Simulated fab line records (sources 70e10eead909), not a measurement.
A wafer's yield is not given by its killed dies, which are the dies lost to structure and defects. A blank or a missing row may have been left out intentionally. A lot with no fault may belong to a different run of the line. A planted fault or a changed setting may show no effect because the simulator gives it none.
Which tool is to blame? ; flow nand-harc ; Sampling: 24 lots, 72 wafers, 6 of 1159 route steps

WHAT THE GAUGES SHOWED, per wafer
NHARC_A_SGD_CUT_INSPECT_11.
lot;measured;on;raw-defect-count
L074;day 14 04:47;defect-inspect-02;19 14 13
L075;day 14 09:22;defect-inspect-01;12 6 5
L076;day 14 09:49;defect-inspect-02;7 7 9
L078;day 14 09:39;defect-inspect-02;18 25 18
L077;day 14 12:50;defect-inspect-02;8 6 6
L079;day 15 03:34;defect-inspect-02;35 28 15
L080;day 15 09:28;defect-inspect-01;25 22 22
L081;day 15 05:16;defect-inspect-02;19 13 8
L082;day 15 23:56;defect-inspect-01;14 14 11
L084;day 16 11:30;defect-inspect-02;11 7 17
L083;day 16 11:14;defect-inspect-01;27 26 17
L086;day 17 10:39;defect-inspect-02;12 9 13
L088;day 17 10:54;defect-inspect-01;25 28 25
L087;day 17 18:25;defect-inspect-01;15 21 17
L085;day 18 03:58;defect-inspect-01;30 30 26
L091;day 18 10:58;defect-inspect-01;10 12 12
L089;day 18 10:19;defect-inspect-02;22 23 30
L092;day 18 10:38;defect-inspect-02;32 35 31
L090;day 18 09:31;defect-inspect-02;32 28 29
L093;day 18 09:02;defect-inspect-02;17 15 11
L095;day 18 09:20;defect-inspect-02;11 12 8
L094;day 19 01:12;defect-inspect-02;36 28 33
L096;day 19 05:53;defect-inspect-02;16 16 10
L097;day 19 05:44;defect-inspect-02;23 18 23

NHARC_A_SLIT_INSPECT_11.
lot;measured;on;raw-defect-count
L074;day 14 14:09;defect-inspect-02;22 21 18
L075;day 14 20:02;defect-inspect-01;21 7 6
L076;day 14 21:10;defect-inspect-01;11 10 11
L078;day 14 19:06;defect-inspect-01;20 23 21
L077;day 15 00:02;defect-inspect-02;6 9 8
L079;day 15 16:14;defect-inspect-01;42 28 21
L080;day 15 22:44;defect-inspect-01;27 27 23
L081;day 15 17:34;defect-inspect-01;15 11 14
L082;day 16 11:10;defect-inspect-02;23 19 11
L084;day 16 23:22;defect-inspect-01;11 18 22
L083;day 16 21:40;defect-inspect-02;28 32 26
L086;day 17 21:21;defect-inspect-01;13 12 18
L088;day 17 21:23;defect-inspect-02;31 32 30
L087;day 18 07:01;defect-inspect-02;20 23 18
L085;day 18 15:50;defect-inspect-02;31 28 35
L091;day 18 22:20;defect-inspect-02;10 15 12
L089;day 18 23:56;defect-inspect-02;22 32 32
L092;day 19 00:05;defect-inspect-02;35 33 39
L090;day 18 22:06;defect-inspect-02;45 27 37
L093;day 18 22:08;defect-inspect-02;17 23 13
L095;day 18 22:11;defect-inspect-02;15 16 10
L094;day 19 11:01;defect-inspect-02;35 33 37
L096;day 19 18:04;defect-inspect-02;21 15 16
L097;day 19 17:56;defect-inspect-02;29 17 20

WHAT TOOL EACH LOT RAN ON (gives the tool, then ch and the chambers of the sampled wafers, and finally the start)
lot;NHARC_A_STAIRCASE_ETCH_253;NHARC_A_STAIRCASE_ETCH_452;NHARC_A_STAIRCASE_ETCH_294;NHARC_A_STAIRCASE_CMP_152
L074;rie-diel-05 ch 0,2,3, day 11 18:45;rie-diel-04 ch 0,1,3, day 14 02:01 or earlier;rie-diel-04 ch 0,1, day 14 02:01 or earlier;cmp-04 ch 0,3, day 14 02:01
L075;rie-diel-05 ch 0,1,3, day 11 20:13;rie-diel-05 ch 0,3, day 14 06:31 or earlier;rie-diel-05 ch 0,3, day 14 06:31 or earlier;cmp-04 ch 2,3, day 14 06:31
L076;rie-diel-05 ch 2,3, day 12 02:13;rie-diel-04 ch 0,3, day 14 06:53 or earlier;rie-diel-04 ch 0,2,3, day 14 06:53 or earlier;cmp-03 ch 1,2, day 14 06:53
L078;rie-diel-11 ch 0,1,2, day 12 04:07;rie-diel-05 ch 1,2, day 14 06:50 or earlier;rie-diel-05 ch 2,3, day 14 06:50 or earlier;cmp-01 ch 0,1,2, day 14 06:50
L077;rie-diel-05 ch 0,2,3, day 12 05:49;rie-diel-05 ch 0,1,3, day 14 10:20 or earlier;rie-diel-05 ch 1,3, day 14 10:20 or earlier;cmp-01 ch 1,3, day 14 10:20
L079;rie-diel-04 ch 0,2, day 12 14:42;rie-diel-11 ch 0,1,2, day 15 00:56 or earlier;rie-diel-11 ch 1,3, day 15 00:56 or earlier;cmp-01 ch 0,2,3, day 15 00:56
L080;rie-diel-04 ch 0,2,3, day 12 20:50;rie-diel-11 ch 0,1,2, day 15 06:43 or earlier;rie-diel-11 ch 0,2,3, day 15 06:43 or earlier;cmp-04 ch 0,1,3, day 15 06:43
L081;rie-diel-11 ch 1,2, day 12 21:26;rie-diel-05 ch 0,1,2, day 15 02:28 or earlier;rie-diel-05 ch 1,2, day 15 02:28 or earlier;cmp-01 ch 1,3, day 15 02:28
L082;rie-diel-04 ch 0,2,3, day 13 10:11;rie-diel-04 ch 1,2, day 15 21:01 or earlier;rie-diel-04 ch 1,3, day 15 21:01 or earlier;cmp-01 ch 1,2, day 15 21:01
L084;rie-diel-11 ch 0,3, day 13 20:02;rie-diel-04 ch 0,2, day 16 08:44 or earlier;rie-diel-04 ch 0,3, day 16 08:44 or earlier;cmp-04 ch 0,3, day 16 08:44
L083;rie-diel-04 ch 1,2,3, day 14 02:33;rie-diel-04 ch 0,1,3, day 16 08:22 or earlier;rie-diel-04 ch 0,2,3, day 16 08:22 or earlier;cmp-01 ch 0,2,3, day 16 08:22
L086;rie-diel-11 ch 0,1,3, day 14 23:58;rie-diel-04 ch 0,1,3, day 17 08:04 or earlier;rie-diel-04 ch 0,1,2, day 17 08:04 or earlier;cmp-01 ch 0,1,2, day 17 08:04
L088;rie-diel-04 ch 0,2,3, day 15 01:11;rie-diel-04 ch 0,2,3, day 17 08:13 or earlier;rie-diel-04 ch 0,1,3, day 17 08:13 or earlier;cmp-03 ch 0,1, day 17 08:13
L087;rie-diel-04 ch 1,2, day 15 03:59;rie-diel-04 ch 2,3, day 17 15:40 or earlier;rie-diel-04 ch 1,2,3, day 17 15:40 or earlier;cmp-03 ch 1,2,3, day 17 15:40
L085;rie-diel-04 ch 1,2,3, day 15 09:28;rie-diel-11 ch 0,1,2, day 18 01:12 or earlier;rie-diel-11 ch 0,1,2, day 18 01:12 or earlier;cmp-01 ch 1,2, day 18 01:12
L091;rie-diel-11 ch 0,2,3, day 15 11:26;rie-diel-11 ch 2,3, day 18 08:09 or earlier;rie-diel-11 ch 0,1, day 18 08:09 or earlier;cmp-03 ch 1,2,3, day 18 08:09
L089;rie-diel-04 ch 1,2,3, day 15 13:24;rie-diel-04 ch 0,1, day 18 07:50 or earlier;rie-diel-04 ch 0,1, day 18 07:50 or earlier;cmp-01 ch 0,2, day 18 07:50
L092;rie-diel-05 ch 2,3, day 15 19:56;rie-diel-04 ch 0,3, day 18 07:53 or earlier;rie-diel-04 ch 1,2, day 18 07:53 or earlier;cmp-04 ch 1,3, day 18 07:53
L090;rie-diel-04 ch 0,1,2, day 15 20:16;rie-diel-11 ch 0,2, day 18 06:39 or earlier;rie-diel-11 ch 0,1,3, day 18 06:39 or earlier;cmp-03 ch 0,1,3, day 18 06:39
L093;rie-diel-05 ch 2,3, day 15 22:19;rie-diel-04 ch 1,2,3, day 18 06:22 or earlier;rie-diel-04 ch 0,1,3, day 18 06:22 or earlier;cmp-03 ch 0,1,3, day 18 06:22
L095;rie-diel-05 ch 0,2,3, day 16 04:55;rie-diel-05 ch 0,2, day 18 06:25 or earlier;rie-diel-05 ch 0,3, day 18 06:25 or earlier;cmp-01 ch 1,3, day 18 06:25
L094;rie-diel-04 ch 0,2,3, day 16 08:52;rie-diel-04 ch 1,2,3, day 18 22:34 or earlier;rie-diel-04 ch 1,2, day 18 22:34 or earlier;cmp-01 ch 1,2,3, day 18 22:34
L096;rie-diel-04 ch 1,3, day 16 19:17;rie-diel-11 ch 0,1,2, day 19 02:56 or earlier;rie-diel-11 ch 1,2,3, day 19 02:56 or earlier;cmp-04 ch 0,1, day 19 02:56
L097;rie-diel-04 ch 0,2, day 17 04:14;rie-diel-04 ch 0,3, day 19 02:50 or earlier;rie-diel-04 ch 0,1,2, day 19 02:50 or earlier;cmp-03 ch 2,3, day 19 02:50
- NHARC_A_STAIRCASE_ETCH_253: etches the open film in C4F8/O2, target depth 50 nm, time 20.2 s.
- NHARC_A_STAIRCASE_ETCH_452: etches the open film in CF4/O2, target depth 30 nm, overetch 3 nm, time 16.5 s.
- NHARC_A_STAIRCASE_ETCH_294: etches the open film in C4F8/O2/Ar, target depth 4992 nm, time 1212.4 s.
- NHARC_A_STAIRCASE_CMP_152: polishes.

WHAT THE TOOLS THEMSELVES READ (means of the sampled wafers that have a number; where no wafer has one, the mark that the record gives instead)
NHARC_A_STAIRCASE_ETCH_253.
lot;tool;oes-product-au (a.u.);rf-vpp-V (V)
L074;rie-diel-05;0.956;895
L075;rie-diel-05;0.952;897
L076;rie-diel-05;0.958;892
L078;rie-diel-11;0.978;901
L077;rie-diel-05;0.974;893
L079;rie-diel-04;0.968;895
L080;rie-diel-04;0.964;896
L081;rie-diel-11;0.951;900
L082;rie-diel-04;0.968;896
L084;rie-diel-11;0.971;896
L083;rie-diel-04;0.970;895
L086;rie-diel-11;0.963;898
L088;rie-diel-04;0.982;895
L087;rie-diel-04;0.943;893
L085;rie-diel-04;0.933;894
L091;rie-diel-11;0.930;899
L089;rie-diel-04;0.941;894
L092;rie-diel-05;0.934;892
L090;rie-diel-04;0.960;895
L093;rie-diel-05;0.935;890
L095;rie-diel-05;0.948;893
L094;rie-diel-04;0.961;895
L096;rie-diel-04;0.975;894
L097;rie-diel-04;0.975;894

NHARC_A_STAIRCASE_ETCH_452.
lot;tool;drypump-motor-current-A (A);o2-flow-sccm (sccm);oes_f_703_au (a.u.);oes-product-au (a.u.);rf-vpp-V (V);showerhead-plenum-p-Torr (Torr);throttle-valve-pct (%)
L074;rie-diel-04;5.7;19.97;1.002;0.991;198.6;1.35;13.401
L075;rie-diel-05;6.0;20.06;0.999;0.999;196.9;1.29;13.407
L076;rie-diel-04;6.1;20.02;1.002;1.005;198.2;1.36;13.399
L078;rie-diel-05;5.7;20.02;0.999;1.006;197.6;1.34;13.397
L077;rie-diel-05;6.1;19.95;0.999;1.008;197.5;1.33;13.397
L079;rie-diel-11;5.6;19.99;0.999;1.006;199.3;1.37;13.404
L080;rie-diel-11;5.6;20.01;0.998;1.010;198.3;1.37;13.398
L081;rie-diel-05;5.8;19.93;0.998;1.010;198.6;1.35;13.397
L082;rie-diel-04;5.4;19.99;0.991;0.995;197.3;1.31;13.397
L084;rie-diel-04;5.7;20.00;0.997;1.008;197.2;1.32;13.393
L083;rie-diel-04;5.7;19.98;1.000;0.992;197.2;1.34;13.398
L086;rie-diel-04;5.7;20.03;1.004;1.001;196.9;1.34;13.398
L088;rie-diel-04;5.9;19.95;0.998;1.012;197.4;1.33;13.393
L087;rie-diel-04;5.9;20.00;0.996;1.004;197.4;1.33;13.395
L085;rie-diel-11;5.6;20.01;1.001;1.004;198.1;1.37;13.402
L091;rie-diel-11;5.9;19.98;1.000;1.008;198.8;1.38;13.407
L089;rie-diel-04;5.6;19.99;0.997;1.003;197.4;1.34;13.402
L092;rie-diel-04;6.1;19.99;1.000;1.006;197.6;1.35;13.393
L090;rie-diel-11;5.8;19.98;1.002;1.000;199.7;1.39;13.405
L093;rie-diel-04;5.6;20.00;1.001;1.006;197.8;1.32;13.394
L095;rie-diel-05;5.6;19.97;1.006;1.003;197.7;1.32;13.397
L094;rie-diel-04;5.6;20.01;0.999;1.001;196.7;1.31;13.395
L096;rie-diel-11;5.6;20.02;1.000;1.001;198.4;1.37;13.398
L097;rie-diel-04;6.1;19.96;1.000;1.010;198.5;1.35;13.388

NHARC_A_STAIRCASE_ETCH_294.
lot;tool;oes-product-au (a.u.);rf-vpp-V (V)
L074;rie-diel-04;0.940;1831
L075;rie-diel-05;0.933;1818
L076;rie-diel-04;0.924;1828
L078;rie-diel-05;0.922;1821
L077;rie-diel-05;0.930;1828
L079;rie-diel-11;0.942;1832
L080;rie-diel-11;0.934;1834
L081;rie-diel-05;0.940;1828
L082;rie-diel-04;0.939;1826
L084;rie-diel-04;0.947;1830
L083;rie-diel-04;0.943;1828
L086;rie-diel-04;0.941;1826
L088;rie-diel-04;0.924;1829
L087;rie-diel-04;0.926;1824
L085;rie-diel-11;0.937;1833
L091;rie-diel-11;0.933;1830
L089;rie-diel-04;0.939;1829
L092;rie-diel-04;0.949;1821
L090;rie-diel-11;0.933;1831
L093;rie-diel-04;0.937;1827
L095;rie-diel-05;0.941;1817
L094;rie-diel-04;0.930;1821
L096;rie-diel-11;0.947;1836
L097;rie-diel-04;0.950;1824

NHARC_A_STAIRCASE_CMP_152.
lot;tool;motor-current-A (A)
L074;cmp-04;12.3
L075;cmp-04;12.6
L076;cmp-03;12.6
L078;cmp-01;11.4
L077;cmp-01;12.8
L079;cmp-01;11.1
L080;cmp-04;11.7
L081;cmp-01;12.4
L082;cmp-01;12.3
L084;cmp-04;12.3
L083;cmp-01;11.0
L086;cmp-01;11.9
L088;cmp-03;13.1
L087;cmp-03;12.9
L085;cmp-01;11.9
L091;cmp-03;13.0
L089;cmp-01;10.7
L092;cmp-04;12.3
L090;cmp-03;13.6
L093;cmp-03;13.7
L095;cmp-01;12.3
L094;cmp-01;11.7
L096;cmp-04;11.5
L097;cmp-03;12.7

THE ANSWER, worked out from the rows above alone
Rule: usual is defined by the lots themselves. Put in order of their means at a reading, lots are off if they are a third of the lots or fewer, leave a main group of 4 or more, and stand apart from it by a gap of 3 or more times the standard deviation of the main group's means; of several such gaps the widest counts. A main group whose means are all the same, to the digits that the tables above print for the reading, isn't used. Also off: a lot with no number at a reading for which 4 or more lots have one. Any other lot the step has rows for is counted as sound. First the gauges in route order, then the tools' own readings, where a lot's mean is used as printed above. At the first step where some lot is off, the reading lying furthest off is the one used; lots without a number count as furthest.
No lot is off at any reading shown: from this, nothing can be told.

WHAT THE SIMULATOR HAD INSERTED
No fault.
